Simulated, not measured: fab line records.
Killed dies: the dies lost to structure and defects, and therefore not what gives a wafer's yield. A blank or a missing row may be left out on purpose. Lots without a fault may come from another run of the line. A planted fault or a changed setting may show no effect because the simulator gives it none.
Tool commonality check / flow nandHarc / Lots sampled 13, wafers sampled 39

WHAT PROMPTED THE OPENING
On 1 of the 13 lots, a flag is raised at NHARC_P_ZERO_WELL_CD_MEAS_24 on the reading cdNm. Wafers without a fault read 721.7 nm, standard deviation 2.2.
Rule: a lot is flagged in two cases, either no wafer of it has a number, or all its wafers with numbers fall more than 4 standard deviations from that mean. As for the other lots, they are considered sound.

lot=L735; measured=day 1 22:58; on=cdSem-01; cdNm (nm), wafer by wafer=721.8 721.9 719.6; flag=
lot=L737; measured=day 2 18:28; on=cdSem-01; cdNm (nm), wafer by wafer=716.6 719.4 718.8; flag=
lot=L738; measured=day 3 04:43; on=cdSem-02; cdNm (nm), wafer by wafer=719.8 721.2 719.5; flag=
lot=L739; measured=day 3 14:29; on=cdSem-01; cdNm (nm), wafer by wafer=720.9 723.1 719.5; flag=
lot=L740; measured=day 4 00:44; on=cdSem-02; cdNm (nm), wafer by wafer=717.9 719.7 717.0; flag=
lot=L742; measured=day 4 20:20; on=cdSem-03; cdNm (nm), wafer by wafer=722.4 721.2 723.5; flag=
lot=L745; measured=day 6 02:36; on=cdSem-01; cdNm (nm), wafer by wafer=722.5 721.9 723.8; flag=
lot=L746; measured=day 6 12:35; on=cdSem-01; cdNm (nm), wafer by wafer=719.4 722.9 724.9; flag=
lot=L747; measured=day 6 22:36; on=cdSem-03; cdNm (nm), wafer by wafer=708.0 709.3 709.3; flag=FLAGGED
lot=L748; measured=day 7 08:29; on=cdSem-03; cdNm (nm), wafer by wafer=720.7 720.7 720.2; flag=
lot=L749; measured=day 7 18:35; on=cdSem-01; cdNm (nm), wafer by wafer=721.7 718.7 721.5; flag=
lot=L757; measured=day 11 02:37; on=cdSem-01; cdNm (nm), wafer by wafer=721.4 719.3 721.6; flag=
lot=L758; measured=day 11 12:37; on=cdSem-03; cdNm (nm), wafer by wafer=719.2 719.6 721.8; flag=
On average the flagged lots' numbers are 708.9 nm, which is -12.8 nm against the usual, or -6 standard deviations.

TOOL THAT RAN EACH LOT
The record holds 1 process step before the reading, out of a route of 1302 steps. Every cell lists first the tool, next ch and the chambers used by the sampled wafers, and last the start.
lot=L735; flag=; NHARC_P_ZERO_WELL_EXPOSE_21=krfScanner-04 ch 0, day 1 22:49
lot=L737; flag=; NHARC_P_ZERO_WELL_EXPOSE_21=krfScanner-02 ch 0, day 2 18:19
lot=L738; flag=; NHARC_P_ZERO_WELL_EXPOSE_21=krfScanner-04 ch 0, day 3 04:34
lot=L739; flag=; NHARC_P_ZERO_WELL_EXPOSE_21=krfScanner-01 ch 0, day 3 14:20
lot=L740; flag=; NHARC_P_ZERO_WELL_EXPOSE_21=krfScanner-02 ch 0, day 4 00:35
lot=L742; flag=; NHARC_P_ZERO_WELL_EXPOSE_21=krfScanner-02 ch 0, day 4 20:11
lot=L745; flag=; NHARC_P_ZERO_WELL_EXPOSE_21=krfScanner-01 ch 0, day 6 02:26
lot=L746; flag=; NHARC_P_ZERO_WELL_EXPOSE_21=krfScanner-04 ch 0, day 6 12:25
lot=L747; flag=FLAGGED; NHARC_P_ZERO_WELL_EXPOSE_21=krfScanner-02 ch 0, day 6 22:26
lot=L748; flag=; NHARC_P_ZERO_WELL_EXPOSE_21=krfScanner-02 ch 0, day 7 08:19
lot=L749; flag=; NHARC_P_ZERO_WELL_EXPOSE_21=krfScanner-04 ch 0, day 7 18:26
lot=L757; flag=; NHARC_P_ZERO_WELL_EXPOSE_21=krfScanner-02 ch 0, day 11 02:27
lot=L758; flag=; NHARC_P_ZERO_WELL_EXPOSE_21=krfScanner-04 ch 0, day 11 12:28
What the steps here do:
- NHARC_P_ZERO_WELL_EXPOSE_21: exposes mask P NWELL, target cd 720 nm.
- NHARC_P_ZERO_WELL_CD_MEAS_24: target cd 720 nm.

FLAGGED AGAINST TOTAL, ONE TOOL AT A TIME (gauges that did the reading follow at the end)
step=NHARC_P_ZERO_WELL_EXPOSE_21; tool=krfScanner-01; lots run=2; flagged=0; share of the flagged lots=none; sound lots run after its first flagged lot=-
step=NHARC_P_ZERO_WELL_EXPOSE_21; tool=krfScanner-02; lots run=6; flagged=1; share of the flagged lots=all; sound lots run after its first flagged lot=2 (L748,L757)
step=NHARC_P_ZERO_WELL_EXPOSE_21; tool=krfScanner-04; lots run=5; flagged=0; share of the flagged lots=none; sound lots run after its first flagged lot=-
step=NHARC_P_ZERO_WELL_CD_MEAS_24; tool=cdSem-01; lots run=7; flagged=0; share of the flagged lots=none; sound lots run after its first flagged lot=-
step=NHARC_P_ZERO_WELL_CD_MEAS_24; tool=cdSem-02; lots run=2; flagged=0; share of the flagged lots=none; sound lots run after its first flagged lot=-
step=NHARC_P_ZERO_WELL_CD_MEAS_24; tool=cdSem-03; lots run=4; flagged=1; share of the flagged lots=all; sound lots run after its first flagged lot=2 (L748,L758)

WHAT THE TABLE ALLOWS
krfScanner-02 at NHARC_P_ZERO_WELL_EXPOSE_21 and cdSem-03 at NHARC_P_ZERO_WELL_CD_MEAS_24 are the 2 rows of the table that ran each flagged lot.
- krfScanner-02 at NHARC_P_ZERO_WELL_EXPOSE_21: 1 of its 6 lots flagged. Sound lots ran on it after the first flagged one (L748, L757), which a lasting fault on the whole tool wouldn't allow.
- cdSem-03 at NHARC_P_ZERO_WELL_CD_MEAS_24: 1 of its 4 lots flagged. Sound lots ran on it after the first flagged one (L748, L758), which a lasting fault on the whole tool wouldn't allow.
Not one row of the table ran every flagged lot while running no sound lot after the first.

WHAT THE SIMULATOR PUT IN
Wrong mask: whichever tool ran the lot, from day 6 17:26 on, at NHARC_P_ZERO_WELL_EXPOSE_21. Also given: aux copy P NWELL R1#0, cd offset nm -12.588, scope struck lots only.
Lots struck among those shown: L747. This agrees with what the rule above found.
